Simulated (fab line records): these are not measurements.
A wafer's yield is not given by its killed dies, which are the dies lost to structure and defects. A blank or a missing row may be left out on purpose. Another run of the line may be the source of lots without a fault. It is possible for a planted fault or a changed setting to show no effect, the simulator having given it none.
fab line records	flow n5Finfet
record lots=4	wafers=12	lastDay=16
route steps=1938 shown BEOL_M2@880 BEOL_M4@1111 PASSIVATION@1936
lots that met no fault: taken from a fault-free run of the same line
startH: start of the lot's first displayed wafer, in hours after the record's first day	waitH: how many hours have passed since the lot's step before this one	" same as the row above	L1.1+2: a row that stands for several wafers	- no value, or no start given	* or withheld: withheld	< > ~ a bound
route shown NAME@n: NAME is a module with steps in the file, n the number in the route of the first one	usual: mean/standard deviation of fault-free wafers	same: alike in all rows	chamber/n: place in a boat	sites: each site's reading	_std_site: how widely they spread, as a standard deviation	_edge_site: outer sites' mean less inner sites'	radiusMm: for every site, how far away it sits from the centre of the wafer	mask NAME#n: copy n	behind: the most recent tool/chamber to have shaped the wafer	hold: what put the lot on hold/how long, in hours/how the hold closed	device: transistor that didn't switch, given as n, p or np	end of line: tests of these same wafers at the route's end	where a step has no rows: the recipe by itself	killed: the dies lost at the first sort to structure and to defects; this is not the yield of the wafer	map: dies across one wafer; x = killed, . = not, _ = none there
set.NAME: the setting as run; set.NAME@STEP: as run at that earlier step	model.NAME: the simulator's own value behind a step, which no gauge read
lots at selected steps of the route; one table per step, one row per wafer
services: a tool's chamber out of use, with start hour (startH, from the record's first day; less than 0 if before it), hours out, and reason
## steps
# step N5_BEOL_M2_ETCH_77
# recipe chemistry=N2/H2	target=underlayer	targetDepthA=65	maskMaterial=CAR-EUV	timeS=5.2	ionEnergyEv=200	pressureMtorr=30	sourceW=840	biasW=150	n2FlowSccm=200	h2FlowSccm=200	ends=cleared
# step N5_BEOL_M2_ETCH_69
# recipe chemistry=CF4	target=SiARC	targetDepthA=156	maskMaterial=CAR-EUV	timeS=26	ionEnergyEv=80	pressureMtorr=40	sourceW=545	biasW=36	Ar_flow_sccm=100	cf4FlowSccm=100	ends=cleared
# step N5_BEOL_M2_ALD_98
# recipe material=SiO2	targetThkA=25	tempC=100	aldPrecursorFamily=BDEAS	aldCoReactant=O2-plasma	pulseTimeS=1	coReactantPulseTimeS=1	purgeTimeS=2	coReactantPurgeTimeS=2	aldCycles=17	pressureTorr=2
# step N5_BEOL_M2_ETCHBACK_99
# recipe chemistry=CHF3	target=SiO2	targetDepthA=50	timeS=10.4	sourceW=215	biasW=47	Ar_flow_sccm=200	CHF3_flow_sccm=12	ionEnergyEv=100	pressureMtorr=30
# step N5_BEOL_M2_ETCH_70
# recipe chemistry=N2/H2	target=SOC	targetDepthA=800	overetchA=240	maskMaterial=SiARC	tempC=40	timeS=130	ionEnergyEv=200	pressureMtorr=30	sourceW=840	biasW=150	n2FlowSccm=200	h2FlowSccm=200
# step N5_BEOL_M2_STRIP_71
# recipe chemistry=N2/H2	tempC=40	n2FlowSccm=200	h2FlowSccm=200	rfFrequencyHz=6e+07
# step N5_BEOL_M2_STRIP_78
# recipe chemistry=N2/H2	tempC=40	n2FlowSccm=200	h2FlowSccm=200	rfFrequencyHz=6e+07
# step N5_BEOL_M2_VIA_ETCH_34
# recipe chemistry=C4F6/O2	targetDepthA=694	maskMaterial=SOC	pressureMtorr=15	ionEnergyEv=250	taperDeg=4	timeS=65.9	sourceW=350	biasW=170	Ar_flow_sccm=300	C4F6_flow_sccm=10	O2_flow_sccm=10
# step N5_BEOL_M2_STRIP_83
# recipe chemistry=C4F6/O2	resist=SiARC	rfFrequencyHz=6e+07
# step N5_BEOL_M2_STRIP_36
# recipe chemistry=N2/H2	powerW=450	tempC=40	pressureMtorr=20	rfFrequencyHz=6e+07	overashFraction=0.3	biasPowerW=7	h2Frac=0.5	n2FlowSccm=200	h2FlowSccm=200
# step N5_BEOL_M2_TRENCH_ETCH_37
# recipe chemistry=C4F6/O2	targetDepthA=555.55	target=SiOC	timeS=29.2	ionEnergyEv=250	pressureMtorr=30	sourceW=355	biasW=185	Ar_flow_sccm=300	C4F6_flow_sccm=10	O2_flow_sccm=10
# step N5_BEOL_M2_ETCH_41
# recipe chemistry=CH3F/O2	target=SiCN	targetDepthA=299	taperDeg=2	timeS=52.5	ionEnergyEv=120	maskMaterial=TiN	pressureMtorr=30	sourceW=395	biasW=75	Ar_flow_sccm=150	CH3F_flow_sccm=30	O2_flow_sccm=20
# step N5_BEOL_M2_STRIP_97
# recipe chemistry=N2/H2	timeS=10	powerW=450	tempC=40	pressureMtorr=20	rfFrequencyHz=6e+07	biasPowerW=7	n2FlowSccm=200	h2FlowSccm=200
# usual biasPowerW=6.999/0.019	chamberPressureMTorr=19.998/0.017	drypumpMotorCurrentA=5.6/0.41	oesProductAu=0.81/0.091	rfVppV=59.4/0.96	showerheadPlenumPTorr=2.57/0.1	throttleValvePct=23.5/0.58	timeS=10/0
lot.wafer	tool	chamber	startH	waitH	biasPowerW	chamberPressureMTorr	drypumpMotorCurrentA	oesProductAu	rfHoursCounterH	rfVppV	showerheadPlenumPTorr	throttleValvePct	timeS
L416.2	rieDiel-03	0	162.32	-	-	-	-	-	-	-	-	-	-
L416.4	"	3	"	"	-	-	-	-	-	-	-	-	-
L416.6	"	2	"	"	-	-	-	-	-	-	-	-	-
L417.1	rieDiel-05	3	164.97	-	-	-	-	-	-	-	-	-	-
L417.4	"	2	"	"	-	-	-	-	-	-	-	-	-
L417.5	"	1	"	"	-	-	-	-	-	-	-	-	-
L425.3	rieDiel-03	2	225.10	-	6.981	19.987	6.0	0.86	54	59.7	2.66	23.0	10
L425.4	"	1	"	"	7.012	20.000	5.0	0.93	14	60.1	2.72	23.6	10
L425.6	"	0	"	"	6.962	19.995	5.5	0.72	-	59.0	2.42	24.5	10
L428.1	rieDiel-03	1	236.00	-	6.988	19.991	5.0	0.91	19	59.0	2.72	23.6	10
L428.3	"	0	"	"	7.002	19.995	5.5	0.72	203	58.4	2.41	24.5	10
L428.4	"	3	"	"	6.989	19.997	5.4	0.77	106	61.0	2.64	23.2	10
# step N5_BEOL_M2_HM_STRIP_39
# recipe chemistry=peroxideTinStrip	material=TiN	targetDepthA=250	tempC=50	timeS=158
# step N5_BEOL_M2_SRD_40
# recipe timeS=30	tempC=23	rinseLiquid=diw	dry=ipaMarangoni
# step N5_BEOL_M2_PRECLEAN_42
# recipe chemistry=residueRemover	timeS=60	tempC=40
# step N5_BEOL_M2_SRD_43
# recipe timeS=30	tempC=23	rinseLiquid=diw	dry=ipaMarangoni
# step N5_BEOL_M2_DEGAS_44
# recipe ambient=vacuum	tempC=250	timeS=60
# step N5_BEOL_M2_PRE_CLEAN_45
# recipe gas=H2/He	timeS=30	tempC=250
# step N5_BEOL_M2_ALD_84
# recipe material=TaN	targetThkA=*	tempC=275	aldPrecursorFamily=PDMAT	aldCoReactant=NH3	pressureTorr=3	carrierFlowSccm=1500	pulseTimeS=2	purgeTimeS=3	coReactantPurgeTimeS=2	coReactantPulseTimeS=3	aldCycles=30	precursorVesselTempC=75	precursorVesselPressureTorr=26.25	precursorVesselCarrierSccm=1000
# step N5_BEOL_M2_SURFACE_TREAT_85
# recipe gas=Ar	timeS=*	ionEnergyEv=*	ionCurrentMaCm2=0.5	pressureMtorr=*	arFlowSccm=30
# step N5_BEOL_M2_CVD_47
# recipe material=Co	targetThkA=30	tempC=withheld	precursor=CCTBA/H2	pressureTorr=30	timeS=223.8
# step N5_BEOL_M2_SPUTTER_48
# recipe material=Cu	targetThkA=45	tempC=-20	chamberPressurePa=0.07	powerW=withheld	timeS=8.29
# step N5_BEOL_M2_ANNEAL_49
# recipe tempC=400	timeS=240	ambient=vacuum
# step N5_BEOL_M2_SPUTTER_79
# recipe material=Cu	targetThkA=45	tempC=-20	chamberPressurePa=0.07	powerW=withheld	timeS=8.29
# step N5_BEOL_M2_ANNEAL_80
# recipe tempC=400	timeS=240	ambient=vacuum
# step N5_BEOL_M2_SPUTTER_81
# recipe material=Cu	targetThkA=45	tempC=-20	chamberPressurePa=0.07	powerW=withheld	timeS=8.29
# step N5_BEOL_M2_ANNEAL_82
# recipe tempC=400	timeS=240	ambient=vacuum
# step N5_BEOL_M2_SPUTTER_86
# recipe material=Cu	targetThkA=45	tempC=-20	chamberPressurePa=0.07	powerW=withheld	timeS=8.29
# step N5_BEOL_M2_ANNEAL_87
# recipe tempC=400	timeS=240	ambient=vacuum
# step N5_BEOL_M2_SPUTTER_88
# recipe material=Cu	targetThkA=45	tempC=-20	chamberPressurePa=0.07	powerW=withheld	timeS=8.29
# step N5_BEOL_M2_ANNEAL_89
# recipe tempC=400	timeS=240	ambient=vacuum
# step N5_BEOL_M2_SPUTTER_90
# recipe material=Cu	targetThkA=45	tempC=-20	chamberPressurePa=0.07	powerW=withheld	timeS=8.29
# step N5_BEOL_M2_ANNEAL_91
# recipe tempC=400	timeS=240	ambient=vacuum
# step N5_BEOL_M2_SPUTTER_92
# recipe material=Cu	targetThkA=45	tempC=-20	chamberPressurePa=0.07	powerW=withheld	timeS=8.29
# step N5_BEOL_M2_ANNEAL_93
# recipe tempC=400	timeS=240	ambient=vacuum
# step N5_BEOL_M2_SPUTTER_94
# recipe material=Cu	targetThkA=45	tempC=-20	chamberPressurePa=0.07	powerW=withheld	timeS=8.29
# step N5_BEOL_M2_ANNEAL_95
# recipe tempC=400	timeS=240	ambient=vacuum
# step N5_BEOL_M2_SPUTTER_96
# recipe material=Cu	targetThkA=45	tempC=-20	chamberPressurePa=0.07	powerW=withheld	timeS=8.29
# step N5_BEOL_M2_ECD_50
# recipe material=Cu	targetThkA=3000
# step N5_BEOL_M4_RC_MEAS_101
# usual DIBL_N=37.5/2.5	DIBL_P=38/3.1	IOFF_N=0.19/0.059	IOFF_P=0.24/0.061	ION_N=679/16	ION_P=465/9.8	SS_N=72.0/0.8	SS_P=73.7/0.86	VT_N=248/4.5	VT_P=-249/3.5
lot.wafer	tool	chamber	startH	waitH	DIBL_N[mV/V]	DIBL_P[mV/V]	IOFF_N[nA/um]	IOFF_P[nA/um]	ION_N[uA/um]	ION_P[uA/um]	SS_N[mV/dec]	SS_P[mV/dec]	VT_N[mV]	VT_P[mV]
L416.2	prober-02	0	188.73	0.2	38.9	40	0.23	0.30	696	482	72.1	75.0	243	-243
L416.4	"	0	"	"	41.6	43	0.28	0.39	689	470	72.6	75.5	242	-244
L416.6	"	0	"	"	37.1	36	0.17	0.23	676	466	71.8	73.8	247	-248
L417.1	prober-02	0	191.79	0.0	36.9	36	0.16	0.21	679	465	70.7	72.8	249	-249
L417.4	"	0	"	"	33.8	34	0.12	0.18	648	452	70.1	72.9	254	-251
L417.5	"	0	"	"	33.0	32	0.11	0.16	653	453	70.1	72.5	255	-252
L425.3	prober-02	0	257.34	0.3	43.9	45	0.41	0.56	724	496	73.8	75.5	236	-235
L425.4	"	0	"	"	36.5	34	0.15	0.23	690	476	71.1	72.3	250	-245
L425.6	"	0	"	"	36.9	34	0.17	0.24	683	472	72.2	73.3	247	-243
L428.1	prober-02	0	262.67	0.0	39.4	41	0.22	0.26	705	478	72.4	73.8	247	-248
L428.3	"	0	"	"	37.8	39	0.20	0.24	682	464	72.4	74.1	248	-250
L428.4	"	0	"	"	40.2	43	0.24	0.30	704	478	71.6	75.0	245	-246
# step N5_PASSIVATION_PROBE_49
# usual defectLimitedYield=91.0/1.4	killed_at_M0_to_M3=35/10	killed_at_M4_up=14/5.5	killedAtContacts=13/5.6	killedAtFrontEnd=41/11	killedAtOther=4/3.4	killedDies=106/16	killedOpen=68/12	killedShort=35/7.3	sort_bin_4_leakage=0.3/2.1	sort_bin_5_function=5.3/0.89	sort_bin_6_memory=3.4/0.67	sortNPass=1070/28	sortYieldPct=90.7/2.4
# same grossDies=1180	killedAtBackSide=0	sort_bin_8_speed[%]=0
lot.wafer	tool	chamber	startH	waitH	defectLimitedYield[%]	killed_at_M0_to_M3	killed_at_M4_up	killedAtContacts	killedAtFrontEnd	killedAtOther	killedDies	killedOpen	killedShort	sort_bin_4_leakage[%]	sort_bin_5_function[%]	sort_bin_6_memory[%]	sortNPass	sortYieldPct[%]
L416.2	prober-02	-	304.68	0.1	84.8	120	14	13	31	1	179	124	50	0	8.9	5.6	1001	84.8
L416.4	prober-02	-	304.78	0.2	86.4	105	2	12	34	7	160	123	36	0.2	7.7	5.6	1018	86.3
L416.6	prober-02	-	304.88	0.3	83.6	116	12	21	43	2	194	133	57	0	9.5	6.3	986	83.6
L417.1	prober-02	-	307.32	0.0	85.7	77	13	15	59	5	169	122	45	0	9.2	4.7	1011	85.7
L417.4	prober-02	-	307.47	0.2	85.0	109	7	18	41	2	177	125	43	0	8.1	5.8	1003	85.0
L417.5	prober-02	-	307.52	0.2	87.2	84	4	11	45	7	151	101	44	0	8.4	4.2	1029	87.2
# killed by level:class
L416.2 BEOL_M2:geometricParticle:open=78 BEOL_M2:geometricParticle:short=21 MOL_CONTACT_COAG:geometricParticle:open=9 BEOL_M4:geometricParticle:open=6 BEOL_M1:geometricParticle:open=6 FIN_SAQP:geometricParticle:open=4 GATE_CUT:geometricParticle:short=4 STARTING-WAFER:geometricParticle:short=4
L416.4 BEOL_M2:geometricParticle:open=69 BEOL_M2:geometricParticle:short=11 MOL_CONTACT_COAG:geometricParticle:open=10 FIN_SAQP:geometricParticle:open=8 BEOL_M0_SAQP:geometricParticle:open=7 BEOL_M1:geometricParticle:open=7 STI_FIN_REVEAL:geometricParticle:open=5 GATE_CUT:geometricParticle:short=4
L416.6 BEOL_M2:geometricParticle:open=69 BEOL_M2:geometricParticle:short=20 MOL_CONTACT_COAG:geometricParticle:open=18 FIN_SAQP:geometricParticle:open=11 FIN_SAQP:geometricParticle:short=9 BEOL_M1:geometricParticle:open=8 STI_FIN_REVEAL:geometricParticle:open=6 STARTING-WAFER:geometricParticle:short=6
L417.1 BEOL_M2:geometricParticle:open=55 BEOL_M2:geometricParticle:short=16 STI_FIN_REVEAL:geometricParticle:open=13 MOL_CONTACT_COAG:geometricParticle:open=13 FIN_SAQP:geometricParticle:open=12 FIN_SAQP:geometricParticle:short=12 GATE_CUT:geometricParticle:open=5 BEOL_M4:geometricParticle:open=5
L417.4 BEOL_M2:geometricParticle:open=77 BEOL_M2:geometricParticle:short=16 MOL_CONTACT_COAG:geometricParticle:open=15 BEOL_M0_SAQP:geometricParticle:short=8 STI_FIN_REVEAL:geometricParticle:open=7 HKMG_FIN:areaEtch=7 FIN_SAQP:geometricParticle:short=6 GATE_CUT:geometricParticle:open=6
L417.5 BEOL_M2:geometricParticle:open=58 BEOL_M2:geometricParticle:short=18 MOL_CONTACT_COAG:geometricParticle:open=9 FIN_SAQP:geometricParticle:short=8 STI_FIN_REVEAL:geometricParticle:open=8 GATE_CUT:geometricParticle:short=7 FIN_SAQP:geometricParticle:open=6 GATE_CUT:geometricParticle:open=5
# map L416.6 (x killed, . not)
_________________.........x..________________
______________......x...x......x_____________
___________.x..............x.x.x...__________
__________.....x.x.......x......xx.._________
________.....x.x....x.x.x..........x.._______
_______.......x...x.........xx....xxx..______
______.........x.........x.x....x..x...x_____
_____.xx............x..........x.........____
____..x.......x.x..x...................x.x___
___.............xx.....x...........xx.....x__
___.......x...........x..........x...x....x__
__...x..x.xx.....x.xx.x...........x....x..x._
__.........xxx........x.....x..x...x......x._
_.......x...x...........xx............xxx....
_............x....xx....x....xxxx..xx........
_...x..x.........xx.........x.....x..........
_....x....x....x.........x............xx..xx.
_.......xx.......x.....x.x..xx.....x.........
_.x................x........x........x..x....
_..x.x....x..x........x......x.........x.....
_...x..........x.......x...x....xx.x.x......x
__x..x...............x......x..x............_
__..........x..................x............_
___...x....x.x.......x.x..........x......x.__
___..x......x........x.........x..x........__
____....x....x.....x....x....x...x..xx.x..___
_____..xx....................x.xx........____
______..x.........x............x...x...._____
_______.x.x..x.xx.x..x.........x.......______
________.........x...x..x..........x.x_______
__________............x....x..x.x.x._________
___________x.....x..........x......__________
______________....x..xx....x...._____________
_________________............________________
# map L417.4 (x killed, . not)
_________________....x.......________________
______________.x...x.x.....x.x.._____________
___________x...x....x............x.__________
__________...x.................xxxx._________
________...x.................x........_______
_______...xx..xx...x.....x.x.....xx....______
______..xx....x..xxx...x................_____
_____....x..x...................x........____
____x........x..x...x.......x........x..x.___
___....x.x........xx.............x.x...x.x.__
___x..x............x........x..x........x.x__
__..........x...x.x.......x.........x......._
__.x..x.x.........x.x........x.............._
_.......x...x....xxx..........x........x.....
_...x..................x.x...................
_...x.....x......x..............x...x..x.x...
_x..xx...x...........x...xx....x.......x....x
_..x.................x.......x.......x.x.....
_.....................x...x..................
_...x.x.....xx.....................x.....x.x.
_............x...x......xx.x......x....x.....
__.....x....x.....xx......x............xx..._
__...................x......x.....x..x......_
___..x.......x.x..............x.x..........__
___.....x....xx....x..............xx..x....__
____x....x....xx......x..x....x.......x...___
_____..........................x..xx...x.____
______..x......x.....x.....x............_____
_______..............x...........x.....______
________xx..x..x....xx.x....x.......x._______
__________....x.....x.x...xx..x....._________
___________.x.....x.........x......__________
______________.x................_____________
_________________............________________
## services
tool	chamber	startH	hours	kind
rieDiel-03	1	157.81	-	clean
rieDiel-03	1	157.81	-	consumableReplace:focusRing
rieDiel-03	1	157.81	-	consumableReplace:showerhead
rieDiel-03	1	157.81	22.6	scheduledDown
rieDiel-03	1	157.81	22.6	ventCycle
rieDiel-03	0	167.94	1.8	repair
## key
firstSign step=N5_BEOL_M2_STRIP_97	reading=toolRecord	direction=missing
effect step=N5_PASSIVATION_PROBE_49	reading=killed_at_M0_to_M3	direction=up	sigmas=6.7	usual=35	struck=102
moreKillsBornAt N5_BEOL_M2_STRIP_97@rieDiel-03=231	N5_BEOL_M2_STRIP_97@rieDiel-05=227
metAt N5_BEOL_M2_STRIP_97
struckWafers L416.2,L416.4,L416.6,L417.1,L417.4,L417.5
fault kind=skippedStepWhole	tool=rieDiel-03,rieDiel-05	chamber=-	onsetH=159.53	steps=N5_BEOL_M2_STRIP_97	scope=struckLotsOnly
